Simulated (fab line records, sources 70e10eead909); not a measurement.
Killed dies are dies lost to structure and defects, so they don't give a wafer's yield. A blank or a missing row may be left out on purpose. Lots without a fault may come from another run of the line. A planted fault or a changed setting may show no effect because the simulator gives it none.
A struck lot beside a sound one | flow nand_harc | 14 steps out of a route of 1302
Sound: wafers L239.1, L239.3, L239.4. Struck: wafers L246.1, L246.2, L246.4. The cause comes at the end.
At each step with rows: each side's tool, then ch and its chambers, then its first start. Under that, the readings that differ: sound wafers | struck wafers | difference of the means | sigmas: that difference in standard deviations of wafers without a fault.
alike: readings whose means differ by less than 2 such deviations, and words and numbers that are the same on both sides. not compared: withheld readings, readings that some wafer has no value for, bounds like >300 that may hide the same value, and numbers for which the record gives no deviation and whose values overlap.
The two part at a step that has a row with sigmas, a row that says differs or no value, or rows on one side only. Numbers that don't overlap but have no deviation are shown without sigmas and don't part them. A reading that every wafer of one side lacks parts them only if that side has two wafers or more.

NHARC_A_STAIRCASE_STRIP_475: strips in O2, time 20 s.
  sound on rie_diel-05 ch 0,1,3; struck on rie_diel-05 ch 0,1,2
  reading                | sound    | struck   | difference | sigmas
  rf_hours_counter_h (h) | 17 17 16 | 20 37 35 | +14        |
  alike: drypump_motor_current_A, oes_product_au, rf_vpp_V, showerhead_plenum_p_Torr, throttle_valve_pct
NHARC_A_STAIRCASE_DEP_471: deposits SiO2, target thk 100 nm.
  sound on pecvd-03 ch 0,1,2, day 20 14:26; struck on pecvd-02 ch 1,2, day 22 20:33
  alike: heater_power_w, throttle_valve_pct
NHARC_A_STAIRCASE_CMP_472: polishes SiO2.
  sound on cmp-04 ch 1,2,3, day 20 14:44; struck on cmp-02 ch 0,1,2, day 22 20:49
  reading            | sound             | struck            | difference | sigmas
  slurry_flow_ml_min | 148.9 149.0 149.2 | 150.3 151.1 150.5 | +1.6       | +4
  alike: edge_zone_pressure_frac, motor_current_A
then, 1 step without rows for these wafers: NHARC_A_STAIRCASE_SRD_474.
NHARC_A_STAIRCASE_INSPECT_155:
  sound on defect_inspect-02, day 20 15:03; struck on defect_inspect-01, day 22 21:10
  alike: raw_defect_count
NHARC_A_SGD_CUT_DEP_00: deposits SiNx, target thk 50 nm.
  sound on pecvd-01 ch 0,1, day 20 15:09; struck on pecvd-04 ch 1,2, day 22 21:16
  alike: heater_power_w
then, 5 steps without rows for these wafers: NHARC_A_SGD_CUT_DEHYDRATE_01 (time 120 s); NHARC_A_SGD_CUT_HMDS_02 (time 30 s); NHARC_A_SGD_CUT_COAT_56 (time 75 s); NHARC_A_SGD_CUT_COAT_57 (time 65 s); NHARC_A_SGD_CUT_COAT_03 (resist thk 90 nm).
NHARC_A_SGD_CUT_SOFTBAKE_04: time 55 s.
  sound on litho_track-04 ch 0, day 20 15:00; struck on litho_track-06 ch 0, day 22 21:00
  reading                  | sound                | struck               | difference | sigmas
  heater_power_total_W (W) | 188.34 188.26 188.39 | 380.71 380.29 380.27 | +192.09    | +99 or more
then, 1 step without rows for these wafers: NHARC_A_SGD_CUT_EBR_05.
NHARC_END_SORT_01:
  the record has rows for the sound wafers here (prober-01 ch 0, day 27 07:56) and none for the struck ones

WHERE THEY PART
First at NHARC_A_STAIRCASE_CMP_472; last, within this record, at NHARC_END_SORT_01.

WHY: what the simulator had put in
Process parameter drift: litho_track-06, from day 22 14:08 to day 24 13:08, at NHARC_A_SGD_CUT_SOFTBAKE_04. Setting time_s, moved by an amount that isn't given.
